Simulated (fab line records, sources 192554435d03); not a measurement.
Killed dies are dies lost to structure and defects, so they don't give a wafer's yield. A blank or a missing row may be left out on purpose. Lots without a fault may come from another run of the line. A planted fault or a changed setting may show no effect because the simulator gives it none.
A struck lot beside a sound one | flow n5_finfet | 29 steps out of a route of 1938
Sound: wafers L635.2, L635.5, L635.6. Struck: wafers L626.2, L626.3. (L626.6 of the same lot was not struck and is left out.) The cause comes at the end.
At each step with rows: each side's tool, then ch and its chambers, then its first start. Under that, the readings that differ: sound wafers | struck wafers | difference of the means | sigmas: that difference in standard deviations of wafers without a fault.
alike: readings whose means differ by less than 2 such deviations, and words and numbers that are the same on both sides. not compared: withheld readings, readings that some wafer has no value for, bounds like >300 that may hide the same value, and numbers for which the record gives no deviation and whose values overlap.
The two part at a step that has a row with sigmas, a row that says differs or no value, or rows on one side only. Numbers that don't overlap but have no deviation are shown without sigmas and don't part them. A reading that every wafer of one side lacks parts them only if that side has two wafers or more.

first, 9 steps without rows for these wafers: N5_BEOL_M0_SAQP_EXPOSE_37 (exposes mask M0 CUT1, target cd 30 nm); N5_BEOL_M0_SAQP_PEB_38 (peb time 60 s); N5_BEOL_M0_SAQP_DEVELOP_39 (develop time 30 s); N5_BEOL_M0_SAQP_DESCUM_45 (chemistry O2, time 7 s); N5_BEOL_M0_SAQP_ETCH_88 (etches underlayer in N2/H2, target depth 6.5 nm, time 5.2 s); N5_BEOL_M0_SAQP_ETCH_73 (etches SiARC in CF4, target depth 19.5 nm, time 32.5 s); N5_BEOL_M0_SAQP_CUT_ETCH_46 (etches SOC in N2/H2, target depth 135 nm, overetch 27 nm, time 202.5 s); N5_BEOL_M0_SAQP_STRIP_74 (strips in N2/H2); N5_BEOL_M0_SAQP_STRIP_89 (strips in N2/H2).
N5_BEOL_M0_SAQP_ALD_48: deposits SiO2, target thk 20 nm, pulse time 1 s, co reactant pulse time 1 s.
  sound on ald_sin-04 ch 0,3, day 10 02:16; struck on ald_sin-03 ch 1,3, day 7 18:28
  reading                                       | sound       | struck  | difference | sigmas
  ald_cycles                                    | 139 139 139 | 251 251 | +112       |
  model.SiO2_of_BEOL_M0_SAQP_ALD_48.thk_nm (nm) | 20 20 20    | 36 36   | +16        |
  alike: chamber_pressure_Torr, heater_power_w, precursor_pulse_height_rel
then, 15 steps without rows for these wafers: N5_BEOL_M0_SAQP_ETCH_49 (etches SiO2 in CF4/O2, target depth 37 nm); N5_BEOL_M0_SAQP_STRIP_75 (strips in CF4); N5_BEOL_M0_CUTY_COAT_50 (time 60 s, resist thk 15 nm); N5_BEOL_M0_CUTY_COAT_51 (resist thk 150 nm); N5_BEOL_M0_CUTY_EBR_52; N5_BEOL_M0_CUTY_SOFTBAKE_53 (time 60 s); N5_BEOL_M0_CUTY_EXPOSE_54 (exposes mask M0 ABLK); N5_BEOL_M0_CUTY_PEB_55 (peb time 60 s); N5_BEOL_M0_CUTY_DEVELOP_56 (develop time 30 s); N5_BEOL_M0_CUTY_DESCUM_61 (chemistry O2, time 7.9 s); N5_BEOL_M0_CUTY_ETCH_62 (etches SiARC in CF4, time 58.5 s); N5_BEOL_M0_CUTY_ETCH_63 (etches SOC in N2/H2, target depth 82.7 nm, overetch 16.5 nm, time 124 s); N5_BEOL_M0_CUTY_STRIP_64 (strips in N2/H2); N5_BEOL_M0_ETCH_138 (etches SiCN in CH3F/O2, target depth 12 nm, time 31.6 s); N5_BEOL_M0_HM_OPEN_105 (chemistry Cl2/BCl3, target TiN, target depth 12 nm).
N5_BEOL_M0_STRIP_140: strips in CF4.
  sound on rie_diel-05 ch 1,3, day 10 05:20; struck on rie_diel-05 ch 1,2, day 7 20:03
  reading                                       | sound          | struck    | difference | sigmas
  model.SiO2_of_BEOL_M0_SAQP_ALD_48.thk_nm (nm) | 11.2 11.4 11.2 | 20.8 20.4 | +9.3       |
  alike: drypump_motor_current_A, oes_product_au, power_w, rf_vpp_V, showerhead_plenum_p_Torr, throttle_valve_pct
  not compared: rf_hours_counter_h
then, 1 step without rows for these wafers: N5_BEOL_M0_STRIP_104 (strips in N2/H2).
-- the record jumps here: 2 days lie between the struck wafers' starts before and after (it left off in module BEOL_M0 and takes up again in module BEOL_M4, whose first step shown is number 1111 of the route) --
N5_BEOL_M4_RC_MEAS_101:
  sound on prober-02 ch 0, day 12 07:05; struck on prober-01 ch 0, day 9 20:24
  alike: DIBL_N, DIBL_P, IOFF_N, IOFF_P, ION_N, ION_P, SS_N, SS_P, VT_N, VT_P
then, 1 step without rows for these wafers: N5_PASSIVATION_PROBE_49.

WHERE THEY PART
Nowhere in this record.

WHY: what the simulator had put in
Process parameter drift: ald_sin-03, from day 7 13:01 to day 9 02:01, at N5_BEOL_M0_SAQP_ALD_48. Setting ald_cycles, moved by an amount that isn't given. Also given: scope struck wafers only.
